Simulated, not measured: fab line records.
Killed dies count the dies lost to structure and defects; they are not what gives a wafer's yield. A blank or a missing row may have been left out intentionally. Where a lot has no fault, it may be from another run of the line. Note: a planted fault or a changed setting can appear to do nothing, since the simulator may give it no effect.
Which tool is to blame? -- flow n5Finfet -- Sampling: 7 lots, 21 wafers, 8 of 1938 route steps

## WHAT EACH GAUGE READ, for each wafer
N5_BEOL_M3_OCD_MEAS_38.
lot,measured,on,trenchDepthNm (nm)
L815,day 7 06:53,ocd-01,55.3 55.3 55.1
L820,day 8 14:27,ocd-01,57.3 55.2 56.4
L829,day 10 20:23,ocd-02,- - -
L830,day 11 03:06,ocd-01,57.7 55.0 54.5
L831,day 11 23:04,ocd-02,- - -
L832,day 11 23:51,ocd-02,- - -
L837,day 13 18:01,ocd-02,55.1 54.2 55.6

N5_BEOL_M3_CD_MEAS_35: target cd 18 nm, target cd y 21 nm.
lot,measured,on,cdNm (nm)
L815,day 7 07:02,cdSem-01,17.90 17.98 17.41
L820,day 8 14:36,cdSem-01,18.32 18.36 18.16
L829,day 10 20:32,cdSem-01,- - -
L830,day 11 03:16,cdSem-02,18.15 18.11 17.74
L831,day 11 23:13,cdSem-02,- - -
L832,day 12 00:01,cdSem-01,- - -
L837,day 13 18:10,cdSem-01,18.09 17.94 17.77

N5_BEOL_M4_RC_MEAS_101.
lot,measured,on,DIBL_N (mV/V),DIBL_P (mV/V),IOFF_N (nA/um),IOFF_P (nA/um),ION_N (uA/um),ION_P (uA/um),SS_N (mV/dec),SS_P (mV/dec),VT_N (mV),VT_P (mV)
L815,day 7 23:58,prober-01,34.0 35.2 34.4,32.5 34.1 34.2,0.114 0.133 0.126,0.16 0.18 0.18,661 670 659,457 464 452,70.3 70.6 71.3,72.7 73.5 73.0,255 253 255,-255 -251 -250
L820,day 9 08:35,prober-02,35.7 35.7 35.1,36.7 36.7 36.3,0.162 0.163 0.152,0.23 0.23 0.22,680 678 678,468 467 467,71.3 71.4 71.0,72.6 72.1 73.0,247 247 249,-247 -248 -247
L830,day 11 21:49,prober-01,35.0 34.2 34.6,34.7 32.8 33.7,0.129 0.116 0.115,0.19 0.16 0.17,657 658 653,458 456 453,71.1 71.4 70.1,73.4 72.4 72.1,253 257 256,-250 -252 -250
L837,day 14 06:29,prober-02,34.8 33.8 35.4,33.5 32.4 34.7,0.121 0.104 0.132,0.19 0.17 0.20,674 653 668,459 457 467,70.5 70.8 71.3,73.0 72.3 73.0,254 259 252,-252 -253 -249

## WHAT TOOL EACH LOT RAN ON (gives the tool, then ch and the chambers of the sampled wafers, and finally the start)
lot,N5_BEOL_M3_HM_DEP_02,N5_BEOL_M3_ETCH_64,N5_BEOL_M3_ETCH_69,N5_BEOL_M3_ETCHBACK_99,N5_BEOL_M3_TRENCH_ETCH_37
L815,"pvdSputter-01, day 7 04:13","rieDiel-02 ch 0,1,3, day 7 04:48","rieDiel-03 ch 2,3, day 7 05:39","rieDiel-04 ch 0,3, day 7 06:29","rieDiel-04 ch 0,3, day 7 06:53 or earlier"
L820,"pvdSputter-01, day 8 12:20","rieDiel-03 ch 0,2,3, day 8 13:01","rieDiel-02 ch 0,1,2, day 8 13:52","rieDiel-02 ch 1,2, day 8 14:04","rieDiel-02 ch 1,2, day 8 14:27 or earlier"
L829,"pvdSputter-01, day 10 17:44","rieDiel-04 ch 1,2,3, day 10 18:28","rieDiel-03 ch 0,1,3, day 10 19:22","rieDiel-03 ch 0,1, day 10 20:00","rieDiel-03 ch 0,1, day 10 20:23 or earlier"
L830,"pvdSputter-03, day 10 23:40","rieDiel-04 ch 0,1,2, day 11 00:16","rieDiel-02 ch 0,2,3, day 11 01:10","rieDiel-03 ch 0,1,2, day 11 02:43","rieDiel-03 ch 0,1,2, day 11 03:06 or earlier"
L831,"pvdSputter-01, day 11 20:14","rieDiel-04 ch 1,2, day 11 21:13","rieDiel-02 ch 2,3, day 11 22:25","rieDiel-04 ch 0,1,2, day 11 22:41","rieDiel-04 ch 0,1,2, day 11 23:04 or earlier"
L832,"pvdSputter-01, day 11 21:01","rieDiel-02 ch 0,1,3, day 11 21:46","rieDiel-04 ch 0,1,2, day 11 23:05","rieDiel-02 ch 1,2,3, day 11 23:28","rieDiel-02 ch 1,2,3, day 11 23:51 or earlier"
L837,"pvdSputter-02, day 13 15:14","rieDiel-04 ch 1,2, day 13 15:50","rieDiel-02 ch 1,3, day 13 16:40","rieDiel-04 ch 0,1,2, day 13 17:38","rieDiel-04 ch 0,1,2, day 13 18:01 or earlier"
- N5_BEOL_M3_HM_DEP_02: deposits TiN, target thk 20 nm.
- N5_BEOL_M3_ETCH_64: etches SOC in N2/H2, target depth 75 nm, overetch 15 nm, time 112.5 s.
- N5_BEOL_M3_ETCH_69: etches SiARC in CF4, target depth 15.6 nm, time 26 s.
- N5_BEOL_M3_ETCHBACK_99: etches SiO2 in CHF3, target depth 5 nm, time 10.4 s.
- N5_BEOL_M3_TRENCH_ETCH_37: etches SiOC in C4F6/O2, target depth 55.555 nm, time 29.2 s.

## AS READ BY THE TOOLS THEMSELVES (means over the sampled wafers that have a number; for cases with no such wafer, the mark the record gives instead)
N5_BEOL_M3_HM_DEP_02.
lot,tool,throttleValvePct (%)
L815,pvdSputter-01,29.9
L820,pvdSputter-01,30.3
L829,pvdSputter-01,30.1
L830,pvdSputter-03,29.9
L831,pvdSputter-01,30.1
L832,pvdSputter-01,30.2
L837,pvdSputter-02,29.6

N5_BEOL_M3_ETCH_64.
lot,tool,chamberPressureMTorr (mTorr),drypumpMotorCurrentA (A),oesProductAu (a.u.),rfVppV (V),showerheadPlenumPTorr (Torr),throttleValvePct (%)
L815,rieDiel-02,30.01,5.9,0.59,522.4,2.50,17.72
L820,rieDiel-03,29.99,6.2,0.60,520.7,2.44,17.85
L829,rieDiel-04,30.00,5.9,0.63,524.0,2.55,17.84
L830,rieDiel-04,30.02,5.8,0.63,524.6,2.55,17.85
L831,rieDiel-04,29.99,6.0,0.63,524.4,2.59,17.75
L832,rieDiel-02,29.97,5.9,0.63,522.2,2.49,17.63
L837,rieDiel-04,29.98,5.8,0.66,524.1,2.53,17.72

N5_BEOL_M3_ETCH_69.
lot,tool,chamberPressureMTorr (mTorr),drypumpMotorCurrentA (A),etchRfOnTimeS (s),oesProductAu (a.u.),rfVppV (V),showerheadPlenumPTorr (Torr),throttleValvePct (%)
L815,rieDiel-03,40.01,6.2,26.0,0.67,183.9,2.07,15.56
L820,rieDiel-02,39.99,5.5,25.8,0.71,183.3,2.08,15.37
L829,rieDiel-03,39.99,5.7,25.7,0.71,184.1,2.10,15.56
L830,rieDiel-02,40.00,5.7,25.8,0.73,183.3,2.14,15.34
L831,rieDiel-02,40.03,5.9,25.9,0.76,184.1,2.15,15.10
L832,rieDiel-04,40.01,5.8,25.9,0.67,184.5,2.15,15.69
L837,rieDiel-02,40.00,6.1,25.8,0.71,183.7,2.11,15.17

N5_BEOL_M3_ETCHBACK_99.
lot,tool,chamberPressureMTorr (mTorr),drypumpMotorCurrentA (A),oesProductAu (a.u.),rfVppV (V),showerheadPlenumPTorr (Torr),throttleValvePct (%)
L815,rieDiel-04,30.015,5.7,0.72,238.9,2.13,17.28
L820,rieDiel-02,29.999,5.3,0.91,238.4,2.07,16.57
L829,rieDiel-03,30.008,5.2,0.33,241.4,2.16,16.92
L830,rieDiel-03,29.996,5.7,0.80,240.8,2.11,17.06
L831,rieDiel-04,29.997,5.8,0.29,241.0,2.16,17.09
L832,rieDiel-02,30.002,5.7,0.31,239.8,2.09,16.57
L837,rieDiel-04,30.002,5.8,0.75,241.4,2.15,17.16

N5_BEOL_M3_TRENCH_ETCH_37.
lot,tool,chamberPressureMTorr (mTorr),drypumpMotorCurrentA (A),oesProductAu (a.u.),rfVppV (V),showerheadPlenumPTorr (Torr),throttleValvePct (%)
L815,rieDiel-04,29.99,5.7,0.72,663,2.82,21.04
L820,rieDiel-02,30.01,5.4,0.90,659,2.75,20.35
L829,rieDiel-03,30.01,5.2,0.89,668,2.85,20.76
L830,rieDiel-03,30.00,5.7,0.80,665,2.79,20.84
L831,rieDiel-04,30.00,5.8,0.77,666,2.85,20.91
L832,rieDiel-02,30.02,5.7,0.85,663,2.77,20.36
L837,rieDiel-04,29.99,5.8,0.76,667,2.84,20.94

## THE ANSWER, worked out from the rows above alone
Rule: the lots themselves supply what counts as usual. The widest of any qualifying gaps counts: lots, ordered by their means at a reading, are off when they make up no more than a third of the lots, leave a main group of 4 or more, and stand apart from it by 3 or more times the standard deviation of that group's means. Not used: any main group whose means are identical at the precision the tables above print for the reading. Also off: a lot with no number at a reading for which 4 or more lots have one. Where the step has rows for the other lots, those lots are counted as sound. The gauges are gone through in route order, then the tools' own readings, and for those a lot's mean is taken as printed above. The first step at which some lot is off is used, and at that step the reading that is off furthest; a lot without a number counts as furthest.
Off: L829, L831, L832 (N5_BEOL_M3_OCD_MEAS_38, trenchDepthNm). Without a number there: L829, L831, L832. Mean 55.6 nm and standard deviation 0.51 in the main group.
If a tool, at a process step before that reading, ran all the lots that are off and no sound lot after the first of them, it fits. The gauges at N5_BEOL_M3_OCD_MEAS_38 aren't tried: what is off there is off at N5_BEOL_M3_CD_MEAS_35 too, on other tools, and a gauge's error can't cause that. N5_BEOL_M3_TRENCH_ETCH_37: start missing for some lots; hours and lot order therefore follow N5_BEOL_M3_OCD_MEAS_38. One fits: N5_BEOL_M3_HM_DEP_02 on pvdSputter-01. Its last sound lot is L820 (day 8 12:20), its first lot that is off L829 (day 10 17:44): a fault that began between those two fits.

## WHAT THE SIMULATOR HAD INSERTED
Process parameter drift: pvdSputter-01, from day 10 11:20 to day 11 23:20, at N5_BEOL_M3_HM_DEP_02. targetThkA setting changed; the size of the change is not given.
Lots struck among those shown: L829, L831, L832. The rule above found the same.
